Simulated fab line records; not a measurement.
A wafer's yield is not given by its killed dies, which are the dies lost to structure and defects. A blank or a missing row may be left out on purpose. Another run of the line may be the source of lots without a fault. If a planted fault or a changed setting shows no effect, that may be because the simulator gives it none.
Chamber matching :: flow n5 finfet :: N5_BEOL_M11_STRIP_67 on rie diel-02: 4 sister chambers
The step strips in CF4. 14 wafers are shown with their chamber, then 7 later ones without.

## WAFERS, EACH WITH ITS CHAMBER
wafer: L074.1
chamber: 3
showerhead plenum p Torr (Torr): 1.90
drypump motor current A (A): 5.6
throttle valve pct (%): 13.16

wafer: L074.4
chamber: 1
showerhead plenum p Torr (Torr): 1.78
drypump motor current A (A): 5.8
throttle valve pct (%): 13.36

wafer: L074.6
chamber: 1
showerhead plenum p Torr (Torr): 1.78
drypump motor current A (A): 5.8
throttle valve pct (%): 13.35

wafer: L076.2
chamber: 2
showerhead plenum p Torr (Torr): 1.76
drypump motor current A (A): 6.5
throttle valve pct (%): 13.74

wafer: L076.3
chamber: 0
showerhead plenum p Torr (Torr): 1.83
drypump motor current A (A): 5.1
throttle valve pct (%): 13.73

wafer: L076.4
chamber: 1
showerhead plenum p Torr (Torr): 1.78
drypump motor current A (A): 5.8
throttle valve pct (%): 13.37

wafer: L081.2
chamber: 1
showerhead plenum p Torr (Torr): 1.77
drypump motor current A (A): 5.8
throttle valve pct (%): 13.37

wafer: L081.3
chamber: 3
showerhead plenum p Torr (Torr): 1.90
drypump motor current A (A): 5.6
throttle valve pct (%): 13.21

wafer: L081.4
chamber: 1
showerhead plenum p Torr (Torr): 1.77
drypump motor current A (A): 5.7
throttle valve pct (%): 13.38

wafer: L086.1
chamber: 2
showerhead plenum p Torr (Torr): 1.75
drypump motor current A (A): 6.4
throttle valve pct (%): 13.79

wafer: L086.2
chamber: 1
showerhead plenum p Torr (Torr): 1.77
drypump motor current A (A): 5.7
throttle valve pct (%): 13.41

wafer: L086.4
chamber: 3
showerhead plenum p Torr (Torr): 1.89
drypump motor current A (A): 5.6
throttle valve pct (%): 13.26

wafer: L091.3
chamber: 3
showerhead plenum p Torr (Torr): 1.89
drypump motor current A (A): 5.6
throttle valve pct (%): 13.25

wafer: L091.4
chamber: 0
showerhead plenum p Torr (Torr): 1.83
drypump motor current A (A): 5.0
throttle valve pct (%): 13.16

SIGNATURES (averages over the wafers above)
reading: showerhead plenum p Torr
chamber 0: 1.8300
chamber 1: 1.7750
chamber 2: 1.7550
chamber 3: 1.8950
scatter within a chamber: 0.00548

reading: drypump motor current A
chamber 0: 5.050
chamber 1: 5.767
chamber 2: 6.450
chamber 3: 5.600
scatter within a chamber: 0.0483

reading: throttle valve pct
chamber 0: 13.4450
chamber 1: 13.3733
chamber 2: 13.7650
chamber 3: 13.2200
scatter within a chamber: 0.131
Rule: a wafer's distance from a chamber is the root of the sum, over the readings, of the square of ((its reading less the chamber's mean) divided by the reading's scatter). If the next closest chamber is less than 2 further off than the closest, the wafer can't be placed; otherwise it belongs to the closest. The scatter: take each reading less its chamber's mean, square it, sum over the shown wafers, divide by the number of wafers less the number of chambers, and take the root.

## WAFERS WITH NO CHAMBER GIVEN
wafer: L091.5
showerhead plenum p Torr (Torr): 1.75
drypump motor current A (A): 6.5
throttle valve pct (%): 13.80

wafer: L096.3
showerhead plenum p Torr (Torr): 1.76
drypump motor current A (A): 5.7
throttle valve pct (%): 13.49

wafer: L096.5
showerhead plenum p Torr (Torr): 1.76
drypump motor current A (A): 5.7
throttle valve pct (%): 13.47

wafer: L096.6
showerhead plenum p Torr (Torr): 1.76
drypump motor current A (A): 5.8
throttle valve pct (%): 13.47

wafer: L095.1
showerhead plenum p Torr (Torr): 1.75
drypump motor current A (A): 6.5
throttle valve pct (%): 13.22

wafer: L095.4
showerhead plenum p Torr (Torr): 1.75
drypump motor current A (A): 6.5
throttle valve pct (%): 13.23

wafer: L095.6
showerhead plenum p Torr (Torr): 1.89
drypump motor current A (A): 5.6
throttle valve pct (%): 13.28

## THE CHAMBER EACH PASSED THROUGH
wafer: L091.5
from the rows above: 2
in truth: 2

wafer: L096.3
from the rows above: 1
in truth: 1

wafer: L096.5
from the rows above: 1
in truth: 1

wafer: L096.6
from the rows above: 1
in truth: 1

wafer: L095.1
from the rows above: 2
in truth: 2

wafer: L095.4
from the rows above: 2
in truth: 2

wafer: L095.6
from the rows above: 3
in truth: 3
Placed correctly: 7 of 7. Not placeable from these rows: 0. 0 placed wrongly.
